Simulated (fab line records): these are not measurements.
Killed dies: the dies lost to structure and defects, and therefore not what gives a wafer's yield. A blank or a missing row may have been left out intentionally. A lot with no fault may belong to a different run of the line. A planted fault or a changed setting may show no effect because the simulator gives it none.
Chamber matching + flow nand harc + rie diel-06 running NHARC_P_BONDPAD_STRIP_15: 4 sister chambers
The step strips in O2. 8 wafers are shown with their chamber, then 10 later ones without.

== WAFERS, EACH WITH ITS CHAMBER ==
| wafer  | chamber | drypump motor current A (A) | oes product au (a.u.) |
|--------|---------|-----------------------------|-----------------------|
| L080.3 | 3       | 6.0                         | 0.997                 |
| L084.1 | 3       | 6.0                         | 0.969                 |
| L084.3 | 1       | 6.2                         | 1.004                 |
| L085.1 | 2       | 6.6                         | 1.017                 |
| L085.3 | 0       | 6.5                         | 1.013                 |
| L085.5 | 0       | 6.5                         | 1.021                 |
| L086.1 | 2       | 6.7                         | 1.015                 |
| L086.4 | 1       | 6.2                         | 1.013                 |

== WAFERS WHOSE CHAMBER IS MISSING ==
| wafer  | drypump motor current A (A) | oes product au (a.u.) |
|--------|-----------------------------|-----------------------|
| L086.5 | 6.2                         | 1.020                 |
| L088.1 | 5.9                         | 0.999                 |
| L088.4 | 6.2                         | 1.015                 |
| L088.5 | 6.7                         | 1.017                 |
| L091.1 | 6.0                         | 0.998                 |
| L091.5 | 6.2                         | 1.019                 |
| L091.6 | 6.5                         | 1.002                 |
| L095.1 | 6.0                         | 0.999                 |
| L095.3 | 6.4                         | 1.012                 |
| L095.4 | 6.2                         | 0.988                 |

== CHAMBER TAKEN BY EACH ==
| wafer  | from the rows above | in truth |
|--------|---------------------|----------|
| L086.5 | 1                   | 1        |
| L088.1 | 3                   | 3        |
| L088.4 | 1                   | 1        |
| L088.5 | 2                   | 2        |
| L091.1 | 3                   | 3        |
| L091.5 | 1                   | 1        |
| L091.6 | 0                   | 0        |
| L095.1 | 3                   | 3        |
| L095.3 | 0                   | 0        |
| L095.4 | 1                   | 1        |
10 of 10 placed correctly. Left unplaced by these rows: 0. Number placed wrongly: 0.
How it was worked out, from the rows above alone: a wafer's distance from a chamber is the root of the sum, over the readings, of the square of ((its reading less the chamber's mean) divided by the reading's scatter). The wafer belongs to the nearest chamber; if the next one is less than 2 further off, it can't be placed. Each chamber's mean is taken over the wafers shown for it. How the scatter is found: for the shown wafers, subtract from each reading the mean of its chamber, square and add these, divide the total by (wafers less chambers), then take the root.
